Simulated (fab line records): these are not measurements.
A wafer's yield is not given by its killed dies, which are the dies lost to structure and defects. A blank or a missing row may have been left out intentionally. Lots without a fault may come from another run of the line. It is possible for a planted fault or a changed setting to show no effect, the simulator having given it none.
Split-lot trial | flow n5Finfet | 21 wafers read across 7 lots, on a route 1938 steps long

ON THE SPLIT
At N5_HKMG_FIN_PEB_47 (peb time 60 s), the setting pebTimeS was moved away from the recipe's 60 s on 8 of the 21 wafers read, by -21.7% to +21.2%. All remaining wafers had this setting at the recipe value.

FROM SPLIT TO READING: 1 step shown by the file between the two
- N5_HKMG_FIN_DEVELOP_48: develop time 30 s

THE READING
cdNm at N5_HKMG_FIN_CD_MEAS_49, given in nm (cd target 202 nm). On this fab line, fault-free wafers typically give 202.3 nm with a standard deviation of 0.67 nm.

wafer  | tool, chamber at the split | pebTimeS as run, s | against the recipe | cdNm, nm | against lot-mates on the recipe
L074.1 | lithoTrack-01, 0           | 72.7               | +21.2%             | 208.6    | +5.8
L074.2 | lithoTrack-01, 0           | 60                 | recipe             | 202.6    | -
L074.3 | lithoTrack-01, 0           | 60                 | recipe             | 202.9    | -
L076.1 | lithoTrack-05, 0           | 68.81              | +14.7%             | 206.4    | +3.8
L076.2 | lithoTrack-05, 0           | 60                 | recipe             | 202.6    | -
L076.6 | lithoTrack-05, 0           | 68.81              | +14.7%             | 206.5    | +3.9
L083.3 | lithoTrack-01, 0           | 60                 | recipe             | 202.0    | -
L083.4 | lithoTrack-01, 0           | 60                 | recipe             | 202.2    | -
L083.5 | lithoTrack-01, 0           | 60                 | recipe             | 202.3    | -
L089.1 | lithoTrack-04, 0           | 60                 | recipe             | 202.6    | -
L089.4 | lithoTrack-04, 0           | 60                 | recipe             | 202.3    | -
L089.5 | lithoTrack-04, 0           | 60                 | recipe             | 202.2    | -
L092.1 | lithoTrack-04, 0           | 60                 | recipe             | 203.4    | -
L092.4 | lithoTrack-04, 0           | 48.93              | -18.4%             | 195.2    | -8.2
L092.6 | lithoTrack-04, 0           | 48.93              | -18.4%             | 196.5    | -6.9
L095.1 | lithoTrack-01, 0           | 60                 | recipe             | 202.9    | -
L095.3 | lithoTrack-01, 0           | 60                 | recipe             | 202.4    | -
L095.4 | lithoTrack-01, 0           | 53.09              | -11.5%             | 198.7    | -4.0
L096.2 | lithoTrack-01, 0           | 60                 | recipe             | 203.6    | -
L096.4 | lithoTrack-01, 0           | 46.97              | -21.7%             | 194.8    | -8.8
L096.5 | lithoTrack-01, 0           | 46.97              | -21.7%             | 195.8    | -7.8

FIT RESULTS
A straight line over all 21 wafers: cdNm changes by +0.319 nm for each +1% of pebTimeS; r = +0.99; the points scatter about the line by 0.59 nm.
The same after taking each lot's own level away (the mean of its wafers on the recipe; 21 wafers): +0.344 nm for each +1%; r = +0.99; scatter 0.64 nm.
According to that fit, moving pebTimeS by its largest amount changes the reading by 7.5 nm.
Across the lots, their own levels run from 202.17 to 203.60 nm, a range of 2.1 times the standard deviation given above.
Hence the lot-to-lot level has little effect on the slope; both slopes agree.
Check: with one of the wafers moved furthest among these (-21.7%) left out of the fit, the line predicts -7.6 nm for it against its lot-mates. Against them it came out at -8.8 nm.

ADDITIONAL SPLITS CARRIED BY THESE WAFERS
Before the reading, these wafers also passed through other splits. Each is held against what the fit with the lots' levels taken away leaves over:
other split on the same wafers    | wafers away from the commonest value | r with cdNm (lot level and that fit taken away)
N5_SD_EPI_P_EPI_21 epiGrowthTimeS | 7                                    | +0.03
N5_HKMG_FIN_COAT_42 spinRpm       | 7                                    | -0.18

FILE'S OWN FIT
cdNm changes by +0.338 nm for each +1% of pebTimeS, r = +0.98.
